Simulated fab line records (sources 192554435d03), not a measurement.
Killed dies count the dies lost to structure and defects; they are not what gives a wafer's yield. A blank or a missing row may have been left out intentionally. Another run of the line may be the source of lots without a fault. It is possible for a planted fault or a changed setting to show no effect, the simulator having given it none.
The tool behind it: which one? -- flow n5_finfet -- Sampling: 21 lots, 63 wafers, 6 of 1938 route steps

WHAT THE GAUGES READ, wafer by wafer
Not one reading of a measure or inspect step in the record can be checked against a usual standard deviation.

TOOL THAT RAN EACH LOT (tool first, then ch and the chambers of the sampled wafers, then the start)
lot,N5_BEOL_M13_TRENCH_ETCH_34,N5_BEOL_M14_DESCUM_15,N5_BEOL_M14_STRIP_64,N5_BEOL_M14_DEP_53,N5_BEOL_M15_STRIP_64,N5_BEOL_M15_ANNEAL_48
L075,"rie_diel-02 ch 1,2,3, day 12 02:08","rie_diel-01 ch 0,1,2, day 12 06:29","rie_diel-01 ch 0,1,2, day 12 10:55 or earlier","pecvd-01 ch 0,1, day 12 10:55","rie_diel-05 ch 0,1,2, day 12 16:57 or earlier","rtp_anneal-01 ch 0, day 12 16:57"
L074,"rie_diel-03 ch 1,2,3, day 12 02:17","rie_diel-06 ch 0,2,3, day 12 05:44","rie_diel-06 ch 0,2,3, day 12 10:26 or earlier","pecvd-01 ch 0,1, day 12 10:26","rie_diel-02 ch 1,3, day 12 16:41 or earlier","rtp_anneal-01 ch 0, day 12 16:41"
L076,"rie_diel-03 ch 1,2, day 12 02:58","rie_diel-06 ch 1,2,3, day 12 06:10","rie_diel-06 ch 1,2,3, day 12 10:27 or earlier","pecvd-02 ch 0,1, day 12 10:27","rie_diel-05 ch 0,1, day 12 18:53 or earlier","rtp_anneal-01 ch 0, day 12 18:53"
L078,"rie_diel-03 ch 1,2,3, day 12 22:29","rie_diel-01 ch 1,2,3, day 13 02:40","rie_diel-01 ch 1,2,3, day 13 08:05 or earlier","pecvd-02 ch 0,1,2, day 13 08:05","rie_diel-02 ch 1,2,3, day 13 13:24 or earlier","rtp_anneal-02 ch 0, day 13 13:24"
L077,"rie_diel-03 ch 0,3, day 13 04:00","rie_diel-06 ch 1,2, day 13 08:22","rie_diel-06 ch 1,2, day 13 13:37 or earlier","pecvd-01 ch 0,2, day 13 13:37","rie_diel-05 ch 1,2, day 13 18:11 or earlier","rtp_anneal-01 ch 0, day 13 18:11"
L079,"rie_diel-03 ch 0,1,3, day 13 20:13","rie_diel-01 ch 0,2,3, day 14 00:05","rie_diel-01 ch 0,2,3, day 14 05:22 or earlier","pecvd-01 ch 0,1,2, day 14 05:22","rie_diel-03 ch 0,1,2, day 14 11:01 or earlier","rtp_anneal-01 ch 0, day 14 11:01"
L081,"rie_diel-02 ch 0,1,3, day 14 04:11","rie_diel-06 ch 1,2,3, day 14 08:17","rie_diel-06 ch 1,2,3, day 14 12:02 or earlier","pecvd-04 ch 0,1,2, day 14 12:02","rie_diel-02 ch 0,1,2, day 14 18:25 or earlier","rtp_anneal-02 ch 0, day 14 18:25"
L083,"rie_diel-03 ch 0,1, day 15 13:02","rie_diel-01 ch 1,2,3, day 15 17:07","rie_diel-01 ch 1,2,3, day 15 23:08 or earlier","pecvd-01 ch 0,1,2, day 15 23:08","rie_diel-02 ch 1,2,3, day 16 03:20 or earlier","rtp_anneal-02 ch 0, day 16 03:20"
L084,"rie_diel-02 ch 1,2,3, day 16 06:18","rie_diel-06 ch 2,3, day 16 10:20","rie_diel-06 ch 2,3, day 16 16:18 or earlier","pecvd-04 ch 1,2, day 16 16:18","rie_diel-02 ch 2,3, day 16 23:04 or earlier","rtp_anneal-02 ch 0, day 16 23:04"
L085,"rie_diel-02 ch 2,3, day 16 06:57","rie_diel-04 ch 0,2, day 16 11:04","rie_diel-04 ch 0,2, day 16 16:22 or earlier","pecvd-04 ch 0,1, day 16 16:22","rie_diel-03 ch 0,2,3, day 16 23:23 or earlier","rtp_anneal-02 ch 0, day 16 23:23"
L088,"rie_diel-02 ch 1,2,3, day 16 07:38","rie_diel-04 ch 0,2, day 16 11:36","rie_diel-04 ch 0,2, day 16 17:07 or earlier","pecvd-01 ch 0,2, day 16 17:07","rie_diel-02 ch 2,3, day 17 01:32 or earlier","rtp_anneal-01 ch 0, day 17 01:32"
L086,"rie_diel-05 ch 0,1,3, day 16 15:12","rie_diel-01 ch 2,3, day 16 19:58","rie_diel-01 ch 2,3, day 17 00:12 or earlier","pecvd-02 ch 0,2, day 17 00:12","rie_diel-05 ch 1,2, day 17 05:24 or earlier","rtp_anneal-01 ch 0, day 17 05:24"
L087,"rie_diel-05 ch 0,1,3, day 16 20:17","rie_diel-06 ch 1,3, day 17 01:46","rie_diel-06 ch 1,3, day 17 06:02 or earlier","pecvd-01 ch 1,2, day 17 06:02","rie_diel-05 ch 0,1, day 17 12:24 or earlier","rtp_anneal-02 ch 0, day 17 12:24"
L089,"rie_diel-05 ch 1,2,3, day 16 22:44","rie_diel-01 ch 1,3, day 17 03:54","rie_diel-01 ch 1,3, day 17 07:26 or earlier","pecvd-04 ch 0,1,2, day 17 07:26","rie_diel-02 ch 1,2, day 17 14:46 or earlier","rtp_anneal-02 ch 0, day 17 14:46"
L092,"rie_diel-02 ch 0,1,2, day 17 01:41","rie_diel-01 ch 0,2,3, day 17 06:13","rie_diel-01 ch 0,2,3, day 17 11:54 or earlier","pecvd-01 ch 0,1,2, day 17 11:54","rie_diel-03 ch 0,1, day 17 21:14 or earlier","rtp_anneal-01 ch 0, day 17 21:14"
L090,"rie_diel-02 ch 0,1,2, day 17 06:02","rie_diel-04 ch 0,2,3, day 17 08:22","rie_diel-04 ch 0,2,3, day 17 12:22 or earlier","pecvd-04 ch 0,1,2, day 17 12:22","rie_diel-05 ch 1,2, day 17 21:57 or earlier","rtp_anneal-01 ch 0, day 17 21:57"
L094,"rie_diel-05 ch 0,2, day 17 14:47","rie_diel-04 ch 0,1,2, day 17 18:07","rie_diel-04 ch 0,1,2, day 17 22:05 or earlier","pecvd-04 ch 0,2, day 17 22:05","rie_diel-05 ch 0,1,2, day 18 02:43 or earlier","rtp_anneal-01 ch 0, day 18 02:43"
L093,"rie_diel-02 ch 0,1,2, day 17 14:52","rie_diel-01 ch 0,3, day 17 18:29","rie_diel-01 ch 0,3, day 18 02:29 or earlier","pecvd-01 ch 1,2, day 18 02:29","rie_diel-05 ch 1,2,3, day 18 06:46 or earlier","rtp_anneal-02 ch 0, day 18 06:46"
L096,"rie_diel-05 ch 0,2,3, day 18 06:19","rie_diel-01 ch 0,1,3, day 18 11:37","rie_diel-01 ch 0,1,3, day 18 20:49 or earlier","pecvd-02 ch 0,2, day 18 20:49","rie_diel-03 ch 0,1,3, day 19 04:31 or earlier","rtp_anneal-01 ch 0, day 19 04:31"
L095,"rie_diel-02 ch 0,1,3, day 18 08:59","rie_diel-01 ch 0,3, day 18 13:29","rie_diel-01 ch 0,3, day 18 21:05 or earlier","pecvd-01 ch 0,1, day 18 21:05","rie_diel-05 ch 0,1,2, day 19 04:07 or earlier","rtp_anneal-01 ch 0, day 19 04:07"
L097,"rie_diel-02 ch 1,2,3, day 19 06:23","rie_diel-06 ch 1,2,3, day 19 12:00","rie_diel-06 ch 1,2,3, day 19 18:37 or earlier","pecvd-04 ch 1,2, day 19 18:37","rie_diel-02 ch 0,2,3, day 20 03:16 or earlier","rtp_anneal-01 ch 0, day 20 03:16"
- N5_BEOL_M13_TRENCH_ETCH_34: etches SiOC in C4F8/O2/Ar, target depth 413.47 nm, time 162.6 s.
- N5_BEOL_M14_DESCUM_15: chemistry O2, time 7.9 s.
- N5_BEOL_M14_STRIP_64: strips in O2.
- N5_BEOL_M14_DEP_53: deposits SiCN from 3MS/NH3, target thk 50 nm, time 17.8 s.
- N5_BEOL_M15_STRIP_64: strips in O2.
- N5_BEOL_M15_ANNEAL_48: time 90 s.

AS READ BY THE TOOLS THEMSELVES (means over the sampled wafers that have a number; for cases with no such wafer, the mark the record gives instead)
N5_BEOL_M13_TRENCH_ETCH_34. Usual: drypump_motor_current_A 5.6 A, standard deviation 0.5; oes_product_au 0.81 a.u., standard deviation 0.1; rf_vpp_V 666 V, standard deviation 3.1; showerhead_plenum_p_Torr 3.43 Torr, standard deviation 0.11; throttle_valve_pct 24.01 %, standard deviation 0.26.
lot,tool,drypump_motor_current_A (A),oes_product_au (a.u.),rf_vpp_V (V),showerhead_plenum_p_Torr (Torr),throttle_valve_pct (%),flag
L075,rie_diel-02,6.0,0.72,664,3.35,24.19,
L074,rie_diel-03,5.7,0.90,666,3.44,23.88,
L076,rie_diel-03,5.9,0.95,666,3.43,23.72,
L078,rie_diel-03,5.7,0.88,665,3.43,23.88,
L077,rie_diel-03,5.1,0.73,667,3.49,24.14,
L079,rie_diel-03,5.6,0.78,666,3.44,24.01,
L081,rie_diel-02,5.8,0.79,663,3.35,24.09,
L083,rie_diel-03,6.0,0.80,665,3.39,23.90,
L084,rie_diel-02,6.0,0.69,663,3.34,24.22,
L085,rie_diel-02,5.9,0.69,663,3.33,24.18,
L088,rie_diel-02,6.0,0.70,663,3.34,24.22,
L086,rie_diel-05,5.3,0.87,667,3.47,24.04,
L087,rie_diel-05,5.3,0.86,667,3.47,24.04,
L089,rie_diel-05,5.3,0.87,669,3.57,24.03,
L092,rie_diel-02,5.7,0.77,665,3.41,23.97,
L090,rie_diel-02,5.7,0.76,667,3.41,23.96,
L094,rie_diel-05,5.6,0.88,666,3.42,24.09,
L093,rie_diel-02,5.7,0.76,666,3.41,23.98,
L096,rie_diel-05,5.4,0.89,667,3.47,24.04,
L095,rie_diel-02,5.8,0.84,667,3.46,24.03,
L097,rie_diel-02,6.0,0.87,666,3.46,24.05,

N5_BEOL_M14_DESCUM_15. Usual: drypump_motor_current_A 5.6 A, standard deviation 0.36; o2_flow_sccm 225.1 sccm, standard deviation 0.7; oes_product_au 0.82 a.u., standard deviation 0.073; rf_vpp_V 243.8 V, standard deviation 1.2; showerhead_plenum_p_Torr 2.14 Torr, standard deviation 0.051; throttle_valve_pct 20.21 %, standard deviation 0.21.
lot,tool,drypump_motor_current_A (A),o2_flow_sccm (sccm),oes_product_au (a.u.),rf_vpp_V (V),showerhead_plenum_p_Torr (Torr),throttle_valve_pct (%),flag
L075,rie_diel-01,5.7,225.9,0.78,244.9,2.19,20.22,
L074,rie_diel-06,5.2,224.9,0.82,242.5,2.08,20.06,
L076,rie_diel-06,5.4,225.0,0.79,242.6,2.07,20.32,
L078,rie_diel-01,5.5,225.4,0.78,244.6,2.15,20.27,
L077,rie_diel-06,5.6,224.5,0.85,243.5,2.13,20.22,
L079,rie_diel-01,5.7,225.5,0.81,245.3,2.17,20.12,
L081,rie_diel-06,5.3,225.3,0.88,244.0,2.15,20.23,
L083,rie_diel-01,5.5,225.6,0.86,244.3,2.14,20.17,
L084,rie_diel-06,5.4,224.4,0.87,244.0,2.16,20.04,
L085,rie_diel-04,6.0,225.2,0.88,243.6,2.11,20.17,
L088,rie_diel-04,6.0,225.2,0.91,243.1,2.09,20.23,
L086,rie_diel-01,5.7,224.8,0.76,244.8,2.16,20.21,
L087,rie_diel-06,5.2,224.6,0.85,244.3,2.18,20.27,
L089,rie_diel-01,5.3,225.0,0.89,243.3,2.12,20.18,
L092,rie_diel-01,5.7,225.3,0.78,244.0,2.16,20.16,
L090,rie_diel-04,5.8,225.0,0.85,243.1,2.11,20.22,
L094,rie_diel-04,6.1,225.1,0.89,243.4,2.12,20.38,
L093,rie_diel-01,5.5,225.0,0.80,243.6,2.14,20.16,
L096,rie_diel-01,5.5,224.2,0.84,244.2,2.14,20.16,
L095,rie_diel-01,5.7,224.9,0.79,243.9,2.17,20.13,
L097,rie_diel-06,5.4,224.7,0.80,243.8,2.14,20.29,

N5_BEOL_M14_STRIP_64. Usual: drypump_motor_current_A 5.6 A, standard deviation 0.36; o2_flow_sccm 224.8 sccm, standard deviation 0.82; oes_product_au 0.82 a.u., standard deviation 0.073; rf_vpp_V 3.6 V, standard deviation 0.44; showerhead_plenum_p_Torr 2.15 Torr, standard deviation 0.051; throttle_valve_pct 16.46 %, standard deviation 0.21.
lot,tool,drypump_motor_current_A (A),o2_flow_sccm (sccm),oes_product_au (a.u.),rf_vpp_V (V),showerhead_plenum_p_Torr (Torr),throttle_valve_pct (%),flag
L075,rie_diel-01,5.7,225.0,0.78,3.4,2.19,16.50,
L074,rie_diel-06,5.2,224.5,0.82,3.5,2.08,16.34,
L076,rie_diel-06,5.4,225.0,0.79,3.3,2.07,16.57,
L078,rie_diel-01,5.5,224.6,0.78,4.0,2.15,16.56,
L077,rie_diel-06,5.6,224.2,0.85,3.7,2.13,16.44,
L079,rie_diel-01,5.7,224.8,0.82,3.7,2.18,16.38,
L081,rie_diel-06,5.4,225.1,0.87,3.6,2.16,16.46,
L083,rie_diel-01,5.5,224.9,0.85,3.6,2.15,16.44,
L084,rie_diel-06,5.4,224.7,0.87,3.5,2.16,16.28,
L085,rie_diel-04,6.0,225.2,0.88,3.4,2.12,16.40,
L088,rie_diel-04,6.0,224.9,0.90,3.9,2.10,16.43,
L086,rie_diel-01,5.7,224.1,0.77,3.5,2.16,16.50,
L087,rie_diel-06,5.1,224.0,0.85,3.7,2.18,16.50,
L089,rie_diel-01,5.3,224.8,0.90,3.8,2.12,16.42,
L092,rie_diel-01,5.7,224.7,0.77,3.5,2.17,16.44,
L090,rie_diel-04,5.8,225.8,0.85,3.5,2.11,16.43,
L094,rie_diel-04,6.1,225.2,0.90,3.5,2.12,16.56,
L093,rie_diel-01,5.4,226.2,0.80,3.6,2.14,16.42,
L096,rie_diel-01,5.5,224.7,0.84,3.6,2.15,16.41,
L095,rie_diel-01,5.7,225.1,0.79,3.5,2.17,16.39,
L097,rie_diel-06,5.4,224.8,0.80,4.1,2.14,16.53,

N5_BEOL_M14_DEP_53. Usual: showerhead_plenum_p_Torr 4.151 Torr, standard deviation 0.021; throttle_valve_pct 18.3 %, standard deviation 1.
lot,tool,showerhead_plenum_p_Torr (Torr),throttle_valve_pct (%),flag
L075,pecvd-01,4.133,18.7,
L074,pecvd-01,4.139,18.8,
L076,pecvd-02,4.162,18.7,
L078,pecvd-02,4.155,18.1,
L077,pecvd-01,4.153,18.2,
L079,pecvd-01,4.155,18.1,
L081,pecvd-04,4.142,18.6,
L083,pecvd-01,4.155,18.3,
L084,pecvd-04,4.134,18.2,
L085,pecvd-04,4.152,19.1,
L088,pecvd-01,4.167,17.9,
L086,pecvd-02,4.180,18.5,
L087,pecvd-01,4.162,18.0,
L089,pecvd-04,4.143,18.7,
L092,pecvd-01,4.149,18.1,
L090,pecvd-04,4.143,18.6,
L094,pecvd-04,4.133,17.8,
L093,pecvd-01,4.164,18.1,
L096,pecvd-02,4.174,18.4,
L095,pecvd-01,4.142,18.8,
L097,pecvd-04,4.135,19.3,

N5_BEOL_M15_STRIP_64. Usual: drypump_motor_current_A 5.6 A, standard deviation 0.45; o2_flow_sccm 225.1 sccm, standard deviation 0.66; oes_product_au 0.82 a.u., standard deviation 0.097; rf_vpp_V 3.6 V, standard deviation 0.47; showerhead_plenum_p_Torr 2.12 Torr, standard deviation 0.084; throttle_valve_pct 16.52 %, standard deviation 0.24.
lot,tool,drypump_motor_current_A (A),o2_flow_sccm (sccm),oes_product_au (a.u.),rf_vpp_V (V),showerhead_plenum_p_Torr (Torr),throttle_valve_pct (%),flag
L075,rie_diel-05,5.5,224.9,0.90,3.4,2.18,16.52,
L074,rie_diel-02,6.3,224.9,0.73,3.6,2.00,16.82,
L076,rie_diel-05,5.5,224.8,0.87,3.9,2.16,16.49,
L078,rie_diel-02,6.0,225.1,0.72,3.7,2.05,16.76,
L077,rie_diel-05,5.5,224.9,0.87,3.7,2.22,16.45,
L079,rie_diel-03,5.7,225.0,0.83,3.4,2.11,16.38,
L081,rie_diel-02,5.7,225.3,0.79,3.4,2.11,16.53,
L083,rie_diel-02,6.0,225.2,0.71,3.4,2.05,16.80,
L084,rie_diel-02,5.7,224.8,0.68,3.4,2.10,16.76,
L085,rie_diel-03,5.3,224.8,0.89,3.3,2.12,16.32,
L088,rie_diel-02,5.7,224.6,0.68,4.0,2.10,16.75,
L086,rie_diel-05,5.5,224.7,0.86,4.2,2.23,16.52,
L087,rie_diel-05,5.5,224.8,0.85,4.0,2.10,16.61,
L089,rie_diel-02,5.9,225.1,0.69,3.3,2.11,16.79,
L092,rie_diel-03,5.5,224.9,0.92,3.5,2.11,16.26,
L090,rie_diel-05,5.6,225.7,0.86,3.5,2.23,16.53,
L094,rie_diel-05,5.5,225.1,0.85,3.8,2.17,16.58,
L093,rie_diel-05,5.3,225.3,0.86,3.7,2.19,16.48,
L096,rie_diel-03,5.5,225.2,0.83,3.4,2.08,16.34,
L095,rie_diel-05,5.5,224.9,0.84,3.9,2.16,16.60,
L097,rie_diel-02,5.5,225.2,0.92,3.3,2.17,16.25,

N5_BEOL_M15_ANNEAL_48. Usual: anneal_temp_c 224.98 C, standard deviation 0.19; wafer_temp_C_max 226.2, standard deviation 0.36.
lot,tool,anneal_temp_c (C),wafer_temp_C_max,flag
L075,rtp_anneal-01,225.18,226.0,
L074,rtp_anneal-01,224.90,226.2,
L076,rtp_anneal-01,224.95,226.0,
L078,rtp_anneal-02,225.05,226.5,
L077,rtp_anneal-01,225.03,226.0,
L079,rtp_anneal-01,224.88,226.1,
L081,rtp_anneal-02,224.85,226.4,
L083,rtp_anneal-02,224.89,226.7,
L084,rtp_anneal-02,225.02,226.4,
L085,rtp_anneal-02,225.10,226.2,
L088,rtp_anneal-01,225.03,225.7,
L086,rtp_anneal-01,225.02,225.9,
L087,rtp_anneal-02,224.92,226.6,
L089,rtp_anneal-02,225.05,226.4,
L092,rtp_anneal-01,225.00,226.0,
L090,rtp_anneal-01,225.02,226.3,
L094,rtp_anneal-01,224.92,226.1,
L093,rtp_anneal-02,225.00,226.8,
L096,rtp_anneal-01,224.95,226.0,
L095,rtp_anneal-01,225.39,226.0,
L097,rtp_anneal-01,224.82,226.1,

THE ANSWER, worked out from the rows above alone
Rule: take the mean of a lot's wafers that have a number; if it is more than 3 standard deviations from the usual mean, the lot is off. Also off: a lot with no number at a reading for which 4 or more lots have one. Where the step has rows for the other lots, those lots are counted as sound. The gauges are gone through in route order, then the tools' own readings, and for those a lot's mean is taken as printed above. The first step at which some lot is off is used, and at that step the reading that is off furthest; a lot without a number counts as furthest.
None of the lots is off at any reading shown; this tells nothing.

WHAT HAD BEEN PUT IN BY THE SIMULATOR
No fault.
